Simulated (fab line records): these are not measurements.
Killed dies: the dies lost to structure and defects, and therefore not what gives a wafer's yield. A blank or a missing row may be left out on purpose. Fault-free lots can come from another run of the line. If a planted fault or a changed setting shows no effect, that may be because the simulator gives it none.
Chamber matching -- flow n5_finfet -- N5_BEOL_M4_ETCH_63 on rie_diel-03 has 4 sister chambers
The step etches SiARC in CF4, target depth 15.6 nm, time 26 s. 4 wafers are shown with their chamber, then 10 later ones without.

WAFERS PAIRED WITH THEIR CHAMBERS
wafer,chamber,throttle_valve_pct (%)
L080.2,3,16.01
L089.2,1,15.41
L091.1,0,15.90
L091.3,2,15.10

WAFERS MISSING THEIR CHAMBER
wafer,throttle_valve_pct (%)
L091.6,15.53
L092.2,15.54
L092.4,15.91
L092.5,15.11
L096.2,15.12
L096.3,15.55
L096.5,15.12
L097.1,15.56
L097.2,15.92
L097.3,15.44

THE CHAMBER EACH PASSED THROUGH
wafer,from the rows above,in truth
L091.6,1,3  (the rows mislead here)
L092.2,1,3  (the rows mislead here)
L092.4,can't be placed: 0 or 3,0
L092.5,2,2
L096.2,2,2
L096.3,1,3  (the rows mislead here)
L096.5,2,2
L097.1,1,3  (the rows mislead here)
L097.2,can't be placed: 0 or 3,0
L097.3,1,1
Correctly placed: 4 of 10. From these rows, 2 cannot be placed; in 2 the true chamber is one of the candidates. 4 placed wrongly.
How it was worked out, from the rows above alone: a wafer's distance from a chamber is the root of the sum, over the readings, of the square of ((its reading less the chamber's mean) divided by the reading's scatter). The wafer belongs to the nearest chamber; if the next one is less than 2 further off, it can't be placed. For every chamber, the mean is computed from those of its wafers that are shown. The scatter: root of mean squared gap, hidden wafer to nearest shown wafer, with one shown wafer a chamber.
